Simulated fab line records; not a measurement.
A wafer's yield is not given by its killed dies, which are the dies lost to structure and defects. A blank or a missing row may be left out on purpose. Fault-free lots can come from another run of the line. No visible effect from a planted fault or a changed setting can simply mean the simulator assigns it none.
Which of the tools did it? || flow nand-harc || 24 lots with 72 wafers sampled at 6 steps, on a route of 1159 steps

== WHAT THE GAUGES SHOWED, per wafer ==
Not one reading of a measure or inspect step in the record can be checked against a usual standard deviation.

== WHAT TOOL EACH LOT RAN ON (gives the tool, then ch and the chambers of the sampled wafers, and finally the start) ==
{"lot": "L075", "NHARC_A_WL_FILL_ALD_10": "ald-hk-03 ch 0,1, day 15 14:17", "NHARC_A_CONTACT_ETCH_114": "har-cap-etch-03 ch 0,1, day 16 11:54", "NHARC_A_CONTACT_ETCH_123": "har-cap-etch-03 ch 0,1, day 16 12:46", "NHARC_A_CONTACT_ETCH_76": "rie-diel-11 ch 1,2,3, day 16 20:31 or earlier", "NHARC_A_CONTACT_ETCH_126": "har-cap-etch-01 ch 0, day 16 20:31", "NHARC_A_CONTACT_DEP_85": "pecvd-01 ch 1,2, day 17 01:47"}
{"lot": "L077", "NHARC_A_WL_FILL_ALD_10": "ald-hk-02 ch 0,2,3, day 15 16:01", "NHARC_A_CONTACT_ETCH_114": "har-cap-etch-03 ch 0,1, day 16 20:21", "NHARC_A_CONTACT_ETCH_123": "har-cap-etch-03 ch 0,1, day 16 21:29", "NHARC_A_CONTACT_ETCH_76": "rie-diel-08 ch 0,3, day 17 06:42 or earlier", "NHARC_A_CONTACT_ETCH_126": "har-cap-etch-02 ch 0, day 17 06:42", "NHARC_A_CONTACT_DEP_85": "pecvd-03 ch 0,1, day 17 11:32"}
{"lot": "L074", "NHARC_A_WL_FILL_ALD_10": "ald-hk-01 ch 1,2, day 15 18:40", "NHARC_A_CONTACT_ETCH_114": "har-cap-etch-01 ch 0,1, day 17 00:07", "NHARC_A_CONTACT_ETCH_123": "har-cap-etch-01 ch 0,1, day 17 00:56", "NHARC_A_CONTACT_ETCH_76": "rie-diel-08 ch 0,3, day 17 08:13 or earlier", "NHARC_A_CONTACT_ETCH_126": "har-cap-etch-03 ch 0,1, day 17 08:13", "NHARC_A_CONTACT_DEP_85": "pecvd-03 ch 0,1, day 17 12:28"}
{"lot": "L078", "NHARC_A_WL_FILL_ALD_10": "ald-hk-03 ch 0,1,2, day 15 18:44", "NHARC_A_CONTACT_ETCH_114": "har-cap-etch-01 ch 0,1, day 16 18:43", "NHARC_A_CONTACT_ETCH_123": "har-cap-etch-01 ch 0,1, day 16 19:34", "NHARC_A_CONTACT_ETCH_76": "rie-diel-08 ch 2,3, day 17 04:32 or earlier", "NHARC_A_CONTACT_ETCH_126": "har-cap-etch-01 ch 0,1, day 17 04:32", "NHARC_A_CONTACT_DEP_85": "pecvd-01 ch 0,1, day 17 08:54"}
{"lot": "L079", "NHARC_A_WL_FILL_ALD_10": "ald-hk-03 ch 1,2,3, day 16 02:34", "NHARC_A_CONTACT_ETCH_114": "har-cap-etch-03 ch 0,1, day 17 02:36", "NHARC_A_CONTACT_ETCH_123": "har-cap-etch-03 ch 0,1, day 17 03:48", "NHARC_A_CONTACT_ETCH_76": "rie-diel-08 ch 0,2, day 17 10:27 or earlier", "NHARC_A_CONTACT_ETCH_126": "har-cap-etch-01 ch 0,1, day 17 10:27", "NHARC_A_CONTACT_DEP_85": "pecvd-03 ch 0,2, day 17 14:37"}
{"lot": "L076", "NHARC_A_WL_FILL_ALD_10": "ald-hk-02 ch 1,2,3, day 16 02:35", "NHARC_A_CONTACT_ETCH_114": "har-cap-etch-03 ch 0,1, day 17 05:53", "NHARC_A_CONTACT_ETCH_123": "har-cap-etch-03 ch 0,1, day 17 06:43", "NHARC_A_CONTACT_ETCH_76": "rie-diel-08 ch 0,3, day 17 12:53 or earlier", "NHARC_A_CONTACT_ETCH_126": "har-cap-etch-01 ch 0,1, day 17 12:53", "NHARC_A_CONTACT_DEP_85": "pecvd-04 ch 0,2, day 17 18:27"}
{"lot": "L080", "NHARC_A_WL_FILL_ALD_10": "ald-hk-01 ch 0,2, day 16 12:48", "NHARC_A_CONTACT_ETCH_114": "har-cap-etch-02 ch 0,1, day 17 10:51", "NHARC_A_CONTACT_ETCH_123": "har-cap-etch-02 ch 0,1, day 17 11:40", "NHARC_A_CONTACT_ETCH_76": "rie-diel-08 ch 0,3, day 17 19:47 or earlier", "NHARC_A_CONTACT_ETCH_126": "har-cap-etch-03 ch 0,1, day 17 19:47", "NHARC_A_CONTACT_DEP_85": "pecvd-03 ch 0,1, day 18 00:59"}
{"lot": "L081", "NHARC_A_WL_FILL_ALD_10": "ald-hk-03 ch 0,2,3, day 16 22:13", "NHARC_A_CONTACT_ETCH_114": "har-cap-etch-01 ch 0,1, day 17 21:33", "NHARC_A_CONTACT_ETCH_123": "har-cap-etch-01 ch 0,1, day 17 22:25", "NHARC_A_CONTACT_ETCH_76": "rie-diel-08 ch 2,3, day 18 05:10 or earlier", "NHARC_A_CONTACT_ETCH_126": "har-cap-etch-02 ch 0,1, day 18 05:10", "NHARC_A_CONTACT_DEP_85": "pecvd-01 ch 0,1,2, day 18 09:12"}
{"lot": "L082", "NHARC_A_WL_FILL_ALD_10": "ald-hk-03 ch 0,1,2, day 17 14:30", "NHARC_A_CONTACT_ETCH_114": "har-cap-etch-01 ch 0, day 18 11:23", "NHARC_A_CONTACT_ETCH_123": "har-cap-etch-01 ch 0, day 18 12:12", "NHARC_A_CONTACT_ETCH_76": "rie-diel-11 ch 0,2,3, day 18 18:19 or earlier", "NHARC_A_CONTACT_ETCH_126": "har-cap-etch-02 ch 0,1, day 18 18:19", "NHARC_A_CONTACT_DEP_85": "pecvd-04 ch 1,2, day 18 22:20"}
{"lot": "L083", "NHARC_A_WL_FILL_ALD_10": "ald-hk-01 ch 0,1,2, day 17 20:27", "NHARC_A_CONTACT_ETCH_114": "har-cap-etch-03 ch 0,1, day 18 21:50", "NHARC_A_CONTACT_ETCH_123": "har-cap-etch-03 ch 0,1, day 18 22:42", "NHARC_A_CONTACT_ETCH_76": "rie-diel-08 ch 1,2,3, day 19 05:14 or earlier", "NHARC_A_CONTACT_ETCH_126": "har-cap-etch-01 ch 0,1, day 19 05:14", "NHARC_A_CONTACT_DEP_85": "pecvd-04 ch 0,1,2, day 19 09:34"}
{"lot": "L085", "NHARC_A_WL_FILL_ALD_10": "ald-hk-02 ch 0,1,2, day 18 04:51", "NHARC_A_CONTACT_ETCH_114": "har-cap-etch-03 ch 0, day 19 03:47", "NHARC_A_CONTACT_ETCH_123": "har-cap-etch-03 ch 0, day 19 04:38", "NHARC_A_CONTACT_ETCH_76": "rie-diel-08 ch 0,2,3, day 19 10:27 or earlier", "NHARC_A_CONTACT_ETCH_126": "har-cap-etch-03 ch 0, day 19 10:27", "NHARC_A_CONTACT_DEP_85": "pecvd-04 ch 0,2, day 19 14:31"}
{"lot": "L084", "NHARC_A_WL_FILL_ALD_10": "ald-hk-03 ch 0,2,3, day 18 06:02", "NHARC_A_CONTACT_ETCH_114": "har-cap-etch-02 ch 0,1, day 19 03:25", "NHARC_A_CONTACT_ETCH_123": "har-cap-etch-02 ch 0,1, day 19 04:30", "NHARC_A_CONTACT_ETCH_76": "rie-diel-10 ch 0,1,2, day 19 10:43 or earlier", "NHARC_A_CONTACT_ETCH_126": "har-cap-etch-02 ch 0,1, day 19 10:43", "NHARC_A_CONTACT_DEP_85": "pecvd-04 ch 0,1,2, day 19 15:47"}
{"lot": "L086", "NHARC_A_WL_FILL_ALD_10": "ald-hk-01 ch 1,2,3, day 18 15:17", "NHARC_A_CONTACT_ETCH_114": "har-cap-etch-03 ch 0,1, day 19 13:20", "NHARC_A_CONTACT_ETCH_123": "har-cap-etch-03 ch 0,1, day 19 14:14", "NHARC_A_CONTACT_ETCH_76": "rie-diel-08 ch 0,1,2, day 19 23:14 or earlier", "NHARC_A_CONTACT_ETCH_126": "har-cap-etch-02 ch 0,1, day 19 23:14", "NHARC_A_CONTACT_DEP_85": "pecvd-04 ch 0,1,2, day 20 05:02"}
{"lot": "L088", "NHARC_A_WL_FILL_ALD_10": "ald-hk-03 ch 1,3, day 18 16:25", "NHARC_A_CONTACT_ETCH_114": "har-cap-etch-02 ch 0,1, day 19 15:12", "NHARC_A_CONTACT_ETCH_123": "har-cap-etch-02 ch 0,1, day 19 16:04", "NHARC_A_CONTACT_ETCH_76": "rie-diel-08 ch 1,2, day 20 03:19 or earlier", "NHARC_A_CONTACT_ETCH_126": "har-cap-etch-01 ch 0,1, day 20 03:19", "NHARC_A_CONTACT_DEP_85": "pecvd-01 ch 0,2, day 20 08:56"}
{"lot": "L089", "NHARC_A_WL_FILL_ALD_10": "ald-hk-01 ch 1,2,3, day 18 18:24", "NHARC_A_CONTACT_ETCH_114": "har-cap-etch-01 ch 1, day 19 20:26", "NHARC_A_CONTACT_ETCH_123": "har-cap-etch-01 ch 1, day 19 21:17", "NHARC_A_CONTACT_ETCH_76": "rie-diel-08 ch 0,3, day 20 04:35 or earlier", "NHARC_A_CONTACT_ETCH_126": "har-cap-etch-03 ch 0,1, day 20 04:35", "NHARC_A_CONTACT_DEP_85": "pecvd-04 ch 0,1, day 20 09:50"}
{"lot": "L090", "NHARC_A_WL_FILL_ALD_10": "ald-hk-03 ch 0,1,3, day 18 19:35", "NHARC_A_CONTACT_ETCH_114": "har-cap-etch-03 ch 0,1, day 19 17:44", "NHARC_A_CONTACT_ETCH_123": "har-cap-etch-03 ch 0,1, day 19 18:34", "NHARC_A_CONTACT_ETCH_76": "rie-diel-11 ch 0,2,3, day 20 04:57 or earlier", "NHARC_A_CONTACT_ETCH_126": "har-cap-etch-01 ch 0,1, day 20 04:57", "NHARC_A_CONTACT_DEP_85": "pecvd-04 ch 0,2, day 20 10:01"}
{"lot": "L087", "NHARC_A_WL_FILL_ALD_10": "ald-hk-02 ch 0,1,2, day 18 22:22", "NHARC_A_CONTACT_ETCH_114": "har-cap-etch-03 ch 0,1, day 20 03:07", "NHARC_A_CONTACT_ETCH_123": "har-cap-etch-03 ch 0,1, day 20 04:03", "NHARC_A_CONTACT_ETCH_76": "rie-diel-08 ch 0,2,3, day 20 10:58 or earlier", "NHARC_A_CONTACT_ETCH_126": "har-cap-etch-01 ch 0,1, day 20 10:58", "NHARC_A_CONTACT_DEP_85": "pecvd-03 ch 0,1,2, day 20 15:12"}
{"lot": "L091", "NHARC_A_WL_FILL_ALD_10": "ald-hk-01 ch 0,1,3, day 19 12:18", "NHARC_A_CONTACT_ETCH_114": "har-cap-etch-03 ch 0,1, day 20 10:50", "NHARC_A_CONTACT_ETCH_123": "har-cap-etch-03 ch 0,1, day 20 11:42", "NHARC_A_CONTACT_ETCH_76": "rie-diel-10 ch 1,2,3, day 20 17:43 or earlier", "NHARC_A_CONTACT_ETCH_126": "har-cap-etch-02 ch 0,1, day 20 17:43", "NHARC_A_CONTACT_DEP_85": "pecvd-01 ch 0,1,2, day 21 00:56"}
{"lot": "L093", "NHARC_A_WL_FILL_ALD_10": "ald-hk-01 ch 0,3, day 19 22:54", "NHARC_A_CONTACT_ETCH_114": "har-cap-etch-01 ch 0, day 21 02:12", "NHARC_A_CONTACT_ETCH_123": "har-cap-etch-01 ch 0, day 21 03:01", "NHARC_A_CONTACT_ETCH_76": "rie-diel-10 ch 0,1,2, day 21 09:37 or earlier", "NHARC_A_CONTACT_ETCH_126": "har-cap-etch-01 ch 0,1, day 21 09:37", "NHARC_A_CONTACT_DEP_85": "pecvd-04 ch 0,2, day 21 13:47"}
{"lot": "L092", "NHARC_A_WL_FILL_ALD_10": "ald-hk-02 ch 0,3, day 19 23:28", "NHARC_A_CONTACT_ETCH_114": "har-cap-etch-03 ch 0,1, day 21 01:44", "NHARC_A_CONTACT_ETCH_123": "har-cap-etch-03 ch 0,1, day 21 02:38", "NHARC_A_CONTACT_ETCH_76": "rie-diel-11 ch 0,2,3, day 21 09:16 or earlier", "NHARC_A_CONTACT_ETCH_126": "har-cap-etch-03 ch 0,1, day 21 09:16", "NHARC_A_CONTACT_DEP_85": "pecvd-04 ch 0,1,2, day 21 13:13"}
{"lot": "L096", "NHARC_A_WL_FILL_ALD_10": "ald-hk-03 ch 0,1,3, day 20 15:46", "NHARC_A_CONTACT_ETCH_114": "har-cap-etch-01 ch 0,1, day 21 17:05", "NHARC_A_CONTACT_ETCH_123": "har-cap-etch-01 ch 0,1, day 21 17:58", "NHARC_A_CONTACT_ETCH_76": "rie-diel-10 ch 0,1,3, day 21 23:43 or earlier", "NHARC_A_CONTACT_ETCH_126": "har-cap-etch-03 ch 0,1, day 21 23:43", "NHARC_A_CONTACT_DEP_85": "pecvd-03 ch 0,2, day 22 04:26"}
{"lot": "L094", "NHARC_A_WL_FILL_ALD_10": "ald-hk-02 ch 0,2,3, day 20 15:50", "NHARC_A_CONTACT_ETCH_114": "har-cap-etch-02 ch 0,1, day 21 19:14", "NHARC_A_CONTACT_ETCH_123": "har-cap-etch-02 ch 0,1, day 21 20:03", "NHARC_A_CONTACT_ETCH_76": "rie-diel-08 ch 1,2,3, day 22 02:51 or earlier", "NHARC_A_CONTACT_ETCH_126": "har-cap-etch-02 ch 0,1, day 22 02:51", "NHARC_A_CONTACT_DEP_85": "pecvd-01 ch 0,1,2, day 22 08:01"}
{"lot": "L095", "NHARC_A_WL_FILL_ALD_10": "ald-hk-01 ch 1,2,3, day 20 17:28", "NHARC_A_CONTACT_ETCH_114": "har-cap-etch-01 ch 0,1, day 22 02:13", "NHARC_A_CONTACT_ETCH_123": "har-cap-etch-01 ch 0,1, day 22 03:07", "NHARC_A_CONTACT_ETCH_76": "rie-diel-11 ch 2,3, day 22 08:59 or earlier", "NHARC_A_CONTACT_ETCH_126": "har-cap-etch-01 ch 0,1, day 22 08:59", "NHARC_A_CONTACT_DEP_85": "pecvd-04 ch 0,2, day 22 13:56"}
{"lot": "L097", "NHARC_A_WL_FILL_ALD_10": "ald-hk-02 ch 0,1,3, day 22 02:07", "NHARC_A_CONTACT_ETCH_114": "har-cap-etch-01 ch 0,1, day 22 22:33", "NHARC_A_CONTACT_ETCH_123": "har-cap-etch-01 ch 0,1, day 22 23:29", "NHARC_A_CONTACT_ETCH_76": "rie-diel-11 ch 2,3, day 23 05:29 or earlier", "NHARC_A_CONTACT_ETCH_126": "har-cap-etch-01 ch 0,1, day 23 05:29", "NHARC_A_CONTACT_DEP_85": "pecvd-03 ch 0,1, day 23 10:02"}
- NHARC_A_WL_FILL_ALD_10: deposits SiO2, target thk 50 nm, pulse time 10 s, ald cycles 500.
- NHARC_A_CONTACT_ETCH_114: etches the open film in C4F8/O2/Ar, time 94 s, target depth 922 nm.
- NHARC_A_CONTACT_ETCH_123: etches the open film in C4F8/O2/Ar, time 253 s, target depth 1090 nm.
- NHARC_A_CONTACT_ETCH_76: etches the open film in N2/H2, target depth 260 nm, time 475.3 s.
- NHARC_A_CONTACT_ETCH_126: etches the open film in C4F8/O2/Ar, time 155 s, target depth 956 nm.
- NHARC_A_CONTACT_DEP_85: deposits SiON, target thk 50 nm.

== AS READ BY THE TOOLS THEMSELVES (means over the sampled wafers that have a number; for cases with no such wafer, the mark the record gives instead) ==
NHARC_A_WL_FILL_ALD_10. Usual: heater-power-w 474 W, standard deviation 38; precursor-pulse-height-rel 1.002, standard deviation 0.019.
{"lot": "L075", "tool": "ald-hk-03", "heater-power-w (W)": 485, "precursor-pulse-height-rel": 0.997, "flag": ""}
{"lot": "L077", "tool": "ald-hk-02", "heater-power-w (W)": 476, "precursor-pulse-height-rel": 1.000, "flag": ""}
{"lot": "L074", "tool": "ald-hk-01", "heater-power-w (W)": 471, "precursor-pulse-height-rel": 1.012, "flag": ""}
{"lot": "L078", "tool": "ald-hk-03", "heater-power-w (W)": 479, "precursor-pulse-height-rel": 0.997, "flag": ""}
{"lot": "L079", "tool": "ald-hk-03", "heater-power-w (W)": 507, "precursor-pulse-height-rel": 1.007, "flag": ""}
{"lot": "L076", "tool": "ald-hk-02", "heater-power-w (W)": 457, "precursor-pulse-height-rel": 1.000, "flag": ""}
{"lot": "L080", "tool": "ald-hk-01", "heater-power-w (W)": 444, "precursor-pulse-height-rel": 1.005, "flag": ""}
{"lot": "L081", "tool": "ald-hk-03", "heater-power-w (W)": 466, "precursor-pulse-height-rel": 1.004, "flag": ""}
{"lot": "L082", "tool": "ald-hk-03", "heater-power-w (W)": 478, "precursor-pulse-height-rel": 1.005, "flag": ""}
{"lot": "L083", "tool": "ald-hk-01", "heater-power-w (W)": 452, "precursor-pulse-height-rel": 1.000, "flag": ""}
{"lot": "L085", "tool": "ald-hk-02", "heater-power-w (W)": 488, "precursor-pulse-height-rel": 1.015, "flag": ""}
{"lot": "L084", "tool": "ald-hk-03", "heater-power-w (W)": 466, "precursor-pulse-height-rel": 1.005, "flag": ""}
{"lot": "L086", "tool": "ald-hk-01", "heater-power-w (W)": 455, "precursor-pulse-height-rel": 0.999, "flag": ""}
{"lot": "L088", "tool": "ald-hk-03", "heater-power-w (W)": 535, "precursor-pulse-height-rel": 1.005, "flag": ""}
{"lot": "L089", "tool": "ald-hk-01", "heater-power-w (W)": 456, "precursor-pulse-height-rel": 0.978, "flag": ""}
{"lot": "L090", "tool": "ald-hk-03", "heater-power-w (W)": 510, "precursor-pulse-height-rel": 0.991, "flag": ""}
{"lot": "L087", "tool": "ald-hk-02", "heater-power-w (W)": 480, "precursor-pulse-height-rel": 0.986, "flag": ""}
{"lot": "L091", "tool": "ald-hk-01", "heater-power-w (W)": 455, "precursor-pulse-height-rel": 1.015, "flag": ""}
{"lot": "L093", "tool": "ald-hk-01", "heater-power-w (W)": 452, "precursor-pulse-height-rel": 1.001, "flag": ""}
{"lot": "L092", "tool": "ald-hk-02", "heater-power-w (W)": 457, "precursor-pulse-height-rel": 1.015, "flag": ""}
{"lot": "L096", "tool": "ald-hk-03", "heater-power-w (W)": 504, "precursor-pulse-height-rel": 1.004, "flag": ""}
{"lot": "L094", "tool": "ald-hk-02", "heater-power-w (W)": 485, "precursor-pulse-height-rel": 0.990, "flag": ""}
{"lot": "L095", "tool": "ald-hk-01", "heater-power-w (W)": 456, "precursor-pulse-height-rel": 1.009, "flag": ""}
{"lot": "L097", "tool": "ald-hk-02", "heater-power-w (W)": 488, "precursor-pulse-height-rel": 1.010, "flag": ""}

NHARC_A_CONTACT_ETCH_76. Usual: drypump-motor-current-A 5.9 A, standard deviation 0.37; mfc-ar-sccm 0.011 sccm, standard deviation 0.013; oes-product-au 1.002 a.u., standard deviation 0.0096; rf-vpp-V 429.9 V, standard deviation 2.5; showerhead-plenum-p-Torr 2.01 Torr, standard deviation 0.084; throttle-valve-pct 14.172 %, standard deviation 0.0095.
{"lot": "L075", "tool": "rie-diel-11", "drypump-motor-current-A (A)": 6.2, "mfc-ar-sccm (sccm)": 0.001, "oes-product-au (a.u.)": 1.010, "rf-vpp-V (V)": 430.5, "showerhead-plenum-p-Torr (Torr)": 2.04, "throttle-valve-pct (%)": 14.167, "flag": ""}
{"lot": "L077", "tool": "rie-diel-08", "drypump-motor-current-A (A)": 5.6, "mfc-ar-sccm (sccm)": 0.021, "oes-product-au (a.u.)": 1.013, "rf-vpp-V (V)": 430.2, "showerhead-plenum-p-Torr (Torr)": 2.03, "throttle-valve-pct (%)": 14.181, "flag": ""}
{"lot": "L074", "tool": "rie-diel-08", "drypump-motor-current-A (A)": 5.6, "mfc-ar-sccm (sccm)": 0.021, "oes-product-au (a.u.)": 1.008, "rf-vpp-V (V)": 430.0, "showerhead-plenum-p-Torr (Torr)": 2.03, "throttle-valve-pct (%)": 14.161, "flag": ""}
{"lot": "L078", "tool": "rie-diel-08", "drypump-motor-current-A (A)": 5.7, "mfc-ar-sccm (sccm)": 0.008, "oes-product-au (a.u.)": 1.003, "rf-vpp-V (V)": 427.7, "showerhead-plenum-p-Torr (Torr)": 1.94, "throttle-valve-pct (%)": 14.167, "flag": ""}
{"lot": "L079", "tool": "rie-diel-08", "drypump-motor-current-A (A)": 5.8, "mfc-ar-sccm (sccm)": 0.005, "oes-product-au (a.u.)": 1.002, "rf-vpp-V (V)": 426.6, "showerhead-plenum-p-Torr (Torr)": 1.93, "throttle-valve-pct (%)": 14.170, "flag": ""}
{"lot": "L076", "tool": "rie-diel-08", "drypump-motor-current-A (A)": 5.6, "mfc-ar-sccm (sccm)": 0.021, "oes-product-au (a.u.)": 1.008, "rf-vpp-V (V)": 430.6, "showerhead-plenum-p-Torr (Torr)": 2.03, "throttle-valve-pct (%)": 14.178, "flag": ""}
{"lot": "L080", "tool": "rie-diel-08", "drypump-motor-current-A (A)": 5.7, "mfc-ar-sccm (sccm)": 0.017, "oes-product-au (a.u.)": 1.009, "rf-vpp-V (V)": 430.6, "showerhead-plenum-p-Torr (Torr)": 2.02, "throttle-valve-pct (%)": 14.174, "flag": ""}
{"lot": "L081", "tool": "rie-diel-08", "drypump-motor-current-A (A)": 5.7, "mfc-ar-sccm (sccm)": 0.008, "oes-product-au (a.u.)": 0.994, "rf-vpp-V (V)": 428.1, "showerhead-plenum-p-Torr (Torr)": 1.94, "throttle-valve-pct (%)": 14.174, "flag": ""}
{"lot": "L082", "tool": "rie-diel-11", "drypump-motor-current-A (A)": 6.3, "mfc-ar-sccm (sccm)": 0.010, "oes-product-au (a.u.)": 1.003, "rf-vpp-V (V)": 432.5, "showerhead-plenum-p-Torr (Torr)": 2.11, "throttle-valve-pct (%)": 14.163, "flag": ""}
{"lot": "L083", "tool": "rie-diel-08", "drypump-motor-current-A (A)": 5.9, "mfc-ar-sccm (sccm)": 0.008, "oes-product-au (a.u.)": 1.001, "rf-vpp-V (V)": 429.8, "showerhead-plenum-p-Torr (Torr)": 2.02, "throttle-valve-pct (%)": 14.176, "flag": ""}
{"lot": "L085", "tool": "rie-diel-08", "drypump-motor-current-A (A)": 5.7, "mfc-ar-sccm (sccm)": 0.013, "oes-product-au (a.u.)": 1.007, "rf-vpp-V (V)": 428.9, "showerhead-plenum-p-Torr (Torr)": 1.98, "throttle-valve-pct (%)": 14.163, "flag": ""}
{"lot": "L084", "tool": "rie-diel-10", "drypump-motor-current-A (A)": 5.4, "mfc-ar-sccm (sccm)": 0.021, "oes-product-au (a.u.)": 0.995, "rf-vpp-V (V)": 429.5, "showerhead-plenum-p-Torr (Torr)": 2.00, "throttle-valve-pct (%)": 14.163, "flag": ""}
{"lot": "L086", "tool": "rie-diel-08", "drypump-motor-current-A (A)": 6.1, "mfc-ar-sccm (sccm)": 0.005, "oes-product-au (a.u.)": 1.009, "rf-vpp-V (V)": 430.3, "showerhead-plenum-p-Torr (Torr)": 2.01, "throttle-valve-pct (%)": 14.170, "flag": ""}
{"lot": "L088", "tool": "rie-diel-08", "drypump-motor-current-A (A)": 6.3, "mfc-ar-sccm (sccm)": 0.000, "oes-product-au (a.u.)": 1.006, "rf-vpp-V (V)": 430.8, "showerhead-plenum-p-Torr (Torr)": 2.05, "throttle-valve-pct (%)": 14.177, "flag": ""}
{"lot": "L089", "tool": "rie-diel-08", "drypump-motor-current-A (A)": 5.6, "mfc-ar-sccm (sccm)": 0.021, "oes-product-au (a.u.)": 1.010, "rf-vpp-V (V)": 430.0, "showerhead-plenum-p-Torr (Torr)": 2.02, "throttle-valve-pct (%)": 14.179, "flag": ""}
{"lot": "L090", "tool": "rie-diel-11", "drypump-motor-current-A (A)": 6.2, "mfc-ar-sccm (sccm)": 0.010, "oes-product-au (a.u.)": 1.006, "rf-vpp-V (V)": 431.8, "showerhead-plenum-p-Torr (Torr)": 2.10, "throttle-valve-pct (%)": 14.178, "flag": ""}
{"lot": "L087", "tool": "rie-diel-08", "drypump-motor-current-A (A)": 5.7, "mfc-ar-sccm (sccm)": 0.013, "oes-product-au (a.u.)": 1.003, "rf-vpp-V (V)": 428.6, "showerhead-plenum-p-Torr (Torr)": 1.97, "throttle-valve-pct (%)": 14.174, "flag": ""}
{"lot": "L091", "tool": "rie-diel-10", "drypump-motor-current-A (A)": 5.4, "mfc-ar-sccm (sccm)": 0.021, "oes-product-au (a.u.)": 0.990, "rf-vpp-V (V)": 429.4, "showerhead-plenum-p-Torr (Torr)": 2.01, "throttle-valve-pct (%)": 14.171, "flag": ""}
{"lot": "L093", "tool": "rie-diel-10", "drypump-motor-current-A (A)": 5.4, "mfc-ar-sccm (sccm)": 0.021, "oes-product-au (a.u.)": 0.990, "rf-vpp-V (V)": 428.9, "showerhead-plenum-p-Torr (Torr)": 1.99, "throttle-valve-pct (%)": 14.172, "flag": ""}
{"lot": "L092", "tool": "rie-diel-11", "drypump-motor-current-A (A)": 6.2, "mfc-ar-sccm (sccm)": 0.010, "oes-product-au (a.u.)": 0.997, "rf-vpp-V (V)": 431.9, "showerhead-plenum-p-Torr (Torr)": 2.10, "throttle-valve-pct (%)": 14.170, "flag": ""}
{"lot": "L096", "tool": "rie-diel-10", "drypump-motor-current-A (A)": 5.5, "mfc-ar-sccm (sccm)": 0.014, "oes-product-au (a.u.)": 0.992, "rf-vpp-V (V)": 429.0, "showerhead-plenum-p-Torr (Torr)": 1.99, "throttle-valve-pct (%)": 14.184, "flag": ""}
{"lot": "L094", "tool": "rie-diel-08", "drypump-motor-current-A (A)": 5.9, "mfc-ar-sccm (sccm)": 0.008, "oes-product-au (a.u.)": 0.998, "rf-vpp-V (V)": 430.9, "showerhead-plenum-p-Torr (Torr)": 2.01, "throttle-valve-pct (%)": 14.174, "flag": ""}
{"lot": "L095", "tool": "rie-diel-11", "drypump-motor-current-A (A)": 6.4, "mfc-ar-sccm (sccm)": 0.002, "oes-product-au (a.u.)": 0.994, "rf-vpp-V (V)": 431.7, "showerhead-plenum-p-Torr (Torr)": 2.05, "throttle-valve-pct (%)": 14.179, "flag": ""}
{"lot": "L097", "tool": "rie-diel-11", "drypump-motor-current-A (A)": 6.3, "mfc-ar-sccm (sccm)": 0.001, "oes-product-au (a.u.)": 0.994, "rf-vpp-V (V)": 430.4, "showerhead-plenum-p-Torr (Torr)": 2.03, "throttle-valve-pct (%)": 14.165, "flag": ""}

NHARC_A_CONTACT_DEP_85. Usual: 824 W for heater-power-w, sd 97.
{"lot": "L075", "tool": "pecvd-01", "heater-power-w (W)": 836, "flag": ""}
{"lot": "L077", "tool": "pecvd-03", "heater-power-w (W)": 751, "flag": ""}
{"lot": "L074", "tool": "pecvd-03", "heater-power-w (W)": 790, "flag": ""}
{"lot": "L078", "tool": "pecvd-01", "heater-power-w (W)": 650, "flag": ""}
{"lot": "L079", "tool": "pecvd-03", "heater-power-w (W)": 749, "flag": ""}
{"lot": "L076", "tool": "pecvd-04", "heater-power-w (W)": 930, "flag": ""}
{"lot": "L080", "tool": "pecvd-03", "heater-power-w (W)": 850, "flag": ""}
{"lot": "L081", "tool": "pecvd-01", "heater-power-w (W)": 727, "flag": ""}
{"lot": "L082", "tool": "pecvd-04", "heater-power-w (W)": 822, "flag": ""}
{"lot": "L083", "tool": "pecvd-04", "heater-power-w (W)": 809, "flag": ""}
{"lot": "L085", "tool": "pecvd-04", "heater-power-w (W)": 852, "flag": ""}
{"lot": "L084", "tool": "pecvd-04", "heater-power-w (W)": 850, "flag": ""}
{"lot": "L086", "tool": "pecvd-04", "heater-power-w (W)": 891, "flag": ""}
{"lot": "L088", "tool": "pecvd-01", "heater-power-w (W)": 731, "flag": ""}
{"lot": "L089", "tool": "pecvd-04", "heater-power-w (W)": 816, "flag": ""}
{"lot": "L090", "tool": "pecvd-04", "heater-power-w (W)": 924, "flag": ""}
{"lot": "L087", "tool": "pecvd-03", "heater-power-w (W)": 803, "flag": ""}
{"lot": "L091", "tool": "pecvd-01", "heater-power-w (W)": 724, "flag": ""}
{"lot": "L093", "tool": "pecvd-04", "heater-power-w (W)": 913, "flag": ""}
{"lot": "L092", "tool": "pecvd-04", "heater-power-w (W)": 851, "flag": ""}
{"lot": "L096", "tool": "pecvd-03", "heater-power-w (W)": 843, "flag": ""}
{"lot": "L094", "tool": "pecvd-01", "heater-power-w (W)": 705, "flag": ""}
{"lot": "L095", "tool": "pecvd-04", "heater-power-w (W)": 869, "flag": ""}
{"lot": "L097", "tool": "pecvd-03", "heater-power-w (W)": 845, "flag": ""}

== THE ANSWER, worked out from the rows above alone ==
Rule: a lot is off if the mean of its wafers that have a number lies more than 3 standard deviations from the usual mean. Also off: a lot with no number at a reading for which 4 or more lots have one. Any other lot the step has rows for is counted as sound. First the gauges in route order, then the tools' own readings, where a lot's mean is used as printed above. At the first step where some lot is off, the reading lying furthest off is the one used; lots without a number count as furthest.
None of the lots is off at any reading shown; this tells nothing.

== WHAT THE SIMULATOR HAD PUT IN ==
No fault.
